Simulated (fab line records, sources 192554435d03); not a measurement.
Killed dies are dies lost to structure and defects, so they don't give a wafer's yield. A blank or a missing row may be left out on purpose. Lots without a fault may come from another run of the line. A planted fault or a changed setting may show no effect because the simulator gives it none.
Chamber matching | flow n5_finfet | N5_SDB_HM_OPEN_20 on rie_diel-03: 4 sister chambers
The step chemistry CH3F/O2, target SiNx, stops on poly-Si, target depth 24 nm. 8 wafers are shown with their chamber, then 10 later ones without.

WAFERS WITH THEIR CHAMBER
wafer  | chamber | drypump_motor_current_A (A) | showerhead_plenum_p_Torr (Torr)
L074.3 | 3       | 6.5                         | 2.06
L076.1 | 3       | 6.5                         | 2.06
L080.6 | 1       | 5.2                         | 2.06
L085.2 | 1       | 5.2                         | 2.06
L085.3 | 0       | 5.7                         | 1.90
L085.4 | 2       | 5.3                         | 1.94
L089.2 | 0       | 5.6                         | 1.90
L089.3 | 2       | 5.3                         | 1.93

WAFERS WITHOUT THEIR CHAMBER
wafer  | drypump_motor_current_A (A) | showerhead_plenum_p_Torr (Torr)
L089.6 | 5.6                         | 1.90
L091.1 | 6.5                         | 2.05
L091.2 | 5.2                         | 2.05
L091.6 | 5.2                         | 2.06
L092.1 | 5.3                         | 1.93
L092.2 | 5.2                         | 2.05
L092.6 | 5.3                         | 1.93
L095.2 | 6.5                         | 2.05
L095.5 | 5.3                         | 1.93
L095.6 | 5.6                         | 1.90

WHICH CHAMBER EACH WENT THROUGH
wafer  | from the rows above | in truth
L089.6 | 0                   | 0
L091.1 | 3                   | 3
L091.2 | 1                   | 1
L091.6 | 1                   | 1
L092.1 | 2                   | 2
L092.2 | 1                   | 1
L092.6 | 2                   | 2
L095.2 | 3                   | 3
L095.5 | 2                   | 2
L095.6 | 0                   | 0
Placed correctly: 10 of 10. Can't be placed from these rows: 0. Placed wrongly: 0.
How it was worked out, from the rows above alone: a wafer's distance from a chamber is the root of the sum, over the readings, of the square of ((its reading less the chamber's mean) divided by the reading's scatter). The wafer belongs to the nearest chamber; if the next one is less than 2 further off, it can't be placed. A chamber's mean is the mean of its shown wafers. The scatter: the root of (the sum of the squares of (reading less its chamber's mean) over the shown wafers, divided by (wafers less chambers)).
